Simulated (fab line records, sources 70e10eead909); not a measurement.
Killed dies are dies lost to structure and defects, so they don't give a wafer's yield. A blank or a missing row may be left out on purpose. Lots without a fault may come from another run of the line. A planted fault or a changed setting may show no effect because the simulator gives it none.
A struck lot beside a sound one | flow nand_harc | 15 steps out of a route of 1302
Sound: wafers L378.2, L378.3, L378.6. Struck: wafers L389.4, L389.5. (L389.3 of the same lot was not struck and is left out.) The cause comes at the end.
At each step with rows: each side's tool, then ch and its chambers, then its first start. Under that, the readings that differ: sound wafers | struck wafers | difference of the means | sigmas: that difference in standard deviations of wafers without a fault.
alike: readings whose means differ by less than 2 such deviations, and words and numbers that are the same on both sides. not compared: withheld readings, readings that some wafer has no value for, bounds like >300 that may hide the same value, and numbers for which the record gives no deviation and whose values overlap.
The two part at a step that has a row with sigmas, a row that says differs or no value, or rows on one side only. Numbers that don't overlap but have no deviation are shown without sigmas and don't part them. A reading that every wafer of one side lacks parts them only if that side has two wafers or more.

first, 8 steps without rows for these wafers: NHARC_A_CHANNEL_HOLE_D1_COAT_36 (time 75 s); NHARC_A_CHANNEL_HOLE_D1_COAT_37 (time 65 s); NHARC_A_CHANNEL_HOLE_D1_COAT_04 (resist thk 90 nm); NHARC_A_CHANNEL_HOLE_D1_SOFTBAKE_05 (time 55 s); NHARC_A_CHANNEL_HOLE_D1_EBR_06; NHARC_A_CHANNEL_HOLE_D1_EXPOSE_07 (exposes mask HOLE D1, target cd 100 nm); NHARC_A_CHANNEL_HOLE_D1_PEB_08 (peb time 65 s); NHARC_A_CHANNEL_HOLE_D1_DEVELOP_09 (develop time 35 s).
NHARC_A_CHANNEL_HOLE_D1_CD_MEAS_10: target cd 100 nm.
  sound on cd_sem-02 ch 0, day 10 23:08; struck on cd_sem-02 ch 0, day 15 05:31
  alike: cd_nm
NHARC_A_CHANNEL_HOLE_D1_OVL_MEAS_11:
  sound on overlay-02, day 10 23:14; struck on overlay-01, day 15 05:37
  reading           | sound          | struck    | difference | sigmas
  overlay_x_nm (nm) | -0.9 -0.1 -0.2 | -2.3 -2.0 | -1.8       | -2
  overlay_y_nm (nm) | 0.6 1.1 0.5    | -0.8 -1.4 | -1.8       | -2
NHARC_A_CHANNEL_HOLE_D1_INSPECT_12:
  sound on defect_inspect-02, day 10 23:16; struck on defect_inspect-02, day 15 05:38
  alike: raw_defect_count
NHARC_A_CHANNEL_HOLE_D1_DESCUM_15: chemistry O2, time 3 s.
  sound on rie_diel-08 ch 0,1,3, day 10 23:20; struck on rie_diel-08 ch 0, day 15 05:43
  alike: drypump_motor_current_A, oes_product_au, rf_vpp_V, showerhead_plenum_p_Torr, throttle_valve_pct
  not compared: rf_hours_counter_h
NHARC_A_CHANNEL_HOLE_D1_ETCH_38: etches the open film in CF4, target depth 39 nm, time 65 s.
  sound on rie_diel-08 ch 0,3, day 10 23:26; struck on rie_diel-08 ch 0, day 15 05:47
  reading          | sound          | struck    | difference | sigmas
  run_length_s (s) | 87.0 86.0 86.1 | 69.5 69.6 | -16.8      | -43
  alike: drypump_motor_current_A, oes_product_au, rf_vpp_V, showerhead_plenum_p_Torr, throttle_valve_pct
  not compared: rf_hours_counter_h
NHARC_A_CHANNEL_HOLE_D1_ETCH_39: etches the open film in N2/H2, target depth 260 nm, time 325 s.
  sound on rie_diel-08 ch 0,1,3; struck on rie_diel-08 ch 1,2
  alike: drypump_motor_current_A, oes_product_au, rf_vpp_V, run_length_s, showerhead_plenum_p_Torr, throttle_valve_pct
  not compared: rf_hours_counter_h
-- the record jumps here: 17 days lie between the struck wafers' starts before and after (it left off in module A_CHANNEL_HOLE_D1 and takes up again in module END, whose first step shown is number 1302 of the route) --
NHARC_END_SORT_01:
  the record has rows for the struck wafers here (prober-02 ch 0, day 32 10:53) and none for the sound ones

WHERE THEY PART
First at NHARC_A_CHANNEL_HOLE_D1_OVL_MEAS_11; last, within this record, at NHARC_END_SORT_01.

WHY: what the simulator had put in
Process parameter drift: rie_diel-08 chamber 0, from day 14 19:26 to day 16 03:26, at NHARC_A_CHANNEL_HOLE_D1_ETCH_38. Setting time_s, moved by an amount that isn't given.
